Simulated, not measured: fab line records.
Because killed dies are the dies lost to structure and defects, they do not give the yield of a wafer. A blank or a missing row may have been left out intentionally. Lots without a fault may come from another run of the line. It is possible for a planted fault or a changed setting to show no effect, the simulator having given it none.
Tool commonality check | flow nand_harc | 14 lots, 42 wafers sampled

## REASON IT WAS OPENED
At NHARC_P_GATE_INSPECT_28 the reading raw_defect_count is flagged on 2 of 14 lots. Wafers without a fault read 7, standard deviation 3.3.
Rule: flag the lot when none of its wafers has a number, or when each of its wafers that has one lies beyond 4 standard deviations from that mean. The rest of the lots are taken to be sound.

lot  | measured     | on                | raw_defect_count, wafer by wafer | flag
L372 | day 5 01:26  | defect_inspect-02 | 8 10 4                           |
L371 | day 5 01:37  | defect_inspect-01 | 8 9 7                            |
L375 | day 5 15:54  | defect_inspect-02 | 6 4 5                            |
L376 | day 5 16:25  | defect_inspect-02 | 5 8 3                            |
L377 | day 6 07:16  | defect_inspect-02 | 0 11 5                           |
L378 | day 6 11:00  | defect_inspect-02 | 6 6 4                            |
L381 | day 7 00:05  | defect_inspect-02 | 7 12 11                          |
L380 | day 7 00:24  | defect_inspect-01 | 6 12 3                           |
L385 | day 7 23:10  | defect_inspect-02 | 11 11 2                          |
L382 | day 7 23:26  | defect_inspect-01 | 3 4 8                            |
L387 | day 8 20:40  | defect_inspect-02 | 1132 1075 1099                   | FLAGGED
L390 | day 9 07:17  | defect_inspect-01 | 1052 1070 1080                   | FLAGGED
L391 | day 9 17:38  | defect_inspect-02 | 3 1 8                            |
L394 | day 10 06:42 | defect_inspect-02 | 6 12 5                           |
Averaged over the flagged lots the numbers come to 1085, +1078 from the usual (+99 or more standard deviations).

## EACH LOT AND THE TOOL IT RAN ON
2 process steps preceding the reading are held in the record, out of 1159 steps in the route. Every cell lists first the tool, next ch and the chambers used by the sampled wafers, and last the start.
lot  | flag    | NHARC_P_ZERO_WELL_ETCH_63       | NHARC_P_GATE_EXPOSE_08
L372 |         | rie_si-01 ch 0,3, day 1 19:32   | krf_scanner-02 ch 0, day 4 09:53
L371 |         | rie_si-01 ch 0,2,3, day 1 13:32 | krf_scanner-03 ch 0, day 4 10:03
L375 |         | rie_si-01 ch 0,1,2, day 2 13:42 | krf_scanner-02 ch 0, day 5 01:48
L376 |         | rie_si-03 ch 0,1,3, day 2 19:32 | krf_scanner-04 ch 0, day 5 01:57
L377 |         | rie_si-04 ch 1,2, day 3 01:40   | krf_scanner-02 ch 0, day 5 13:50
L378 |         | rie_si-03 ch 2,3, day 3 07:40   | krf_scanner-02 ch 0, day 5 19:36
L381 |         | rie_si-04 ch 0,2,3, day 4 01:39 | krf_scanner-02 ch 0, day 6 09:45
L380 |         | rie_si-03 ch 0,3, day 3 19:49   | krf_scanner-03 ch 0, day 6 09:35
L385 |         | rie_si-04 ch 1,2,3, day 5 01:41 | krf_scanner-04 ch 0, day 7 10:21
L382 |         | rie_si-01 ch 0,2, day 4 07:38   | krf_scanner-04 ch 0, day 7 07:04
L387 | FLAGGED | rie_si-04 ch 0,2,3, day 5 13:41 | krf_scanner-02, day 8 01:13
L390 | FLAGGED | rie_si-03 ch 0,2,3, day 6 07:43 | krf_scanner-02, day 8 15:49
L391 |         | rie_si-04 ch 0,2,3, day 6 13:50 | krf_scanner-02 ch 0, day 9 03:34
L394 |         | rie_si-03 ch 0,1, day 7 07:40   | krf_scanner-03 ch 0, day 9 16:52
What is done by these steps:
- NHARC_P_ZERO_WELL_ETCH_63: etches the open film in HBr/Cl2, target depth 120 nm, time 40.1 s.
- NHARC_P_GATE_EXPOSE_08: exposes mask P HV.
- NHARC_P_GATE_INSPECT_28

## FLAGGED AGAINST TOTAL, ONE TOOL AT A TIME (gauges that did the reading follow at the end)
step                      | tool              | lots run | flagged | share of the flagged lots | sound lots run after its first flagged lot
NHARC_P_ZERO_WELL_ETCH_63 | rie_si-01         | 4        | 0       | none                      | -
NHARC_P_ZERO_WELL_ETCH_63 | rie_si-03         | 5        | 1       | some                      | 1 (L394)
NHARC_P_ZERO_WELL_ETCH_63 | rie_si-04         | 5        | 1       | some                      | 1 (L391)
NHARC_P_GATE_EXPOSE_08    | krf_scanner-02    | 8        | 2       | all                       | 1 (L391)
NHARC_P_GATE_EXPOSE_08    | krf_scanner-03    | 3        | 0       | none                      | -
NHARC_P_GATE_EXPOSE_08    | krf_scanner-04    | 3        | 0       | none                      | -
NHARC_P_GATE_INSPECT_28   | defect_inspect-01 | 4        | 1       | some                      | 0
NHARC_P_GATE_INSPECT_28   | defect_inspect-02 | 10       | 1       | some                      | 2 (L391,L394)

## WHAT THE TABLE PERMITS
In the table, 1 row covers all flagged lots: krf_scanner-02 at NHARC_P_GATE_EXPOSE_08.
- krf_scanner-02 at NHARC_P_GATE_EXPOSE_08: 2 of its 8 lots flagged. Sound lots ran on it after the first flagged one (L391), which a lasting fault on the whole tool wouldn't allow. On the flagged lots its readings are blank where sound lots have values: exposure_dose_mJ_cm2, focus_offset_nm, stage_vel_mm_s.
There is no row in the table that ran each flagged lot and no sound lot after the first.

## WHAT THE SIMULATOR PUT IN
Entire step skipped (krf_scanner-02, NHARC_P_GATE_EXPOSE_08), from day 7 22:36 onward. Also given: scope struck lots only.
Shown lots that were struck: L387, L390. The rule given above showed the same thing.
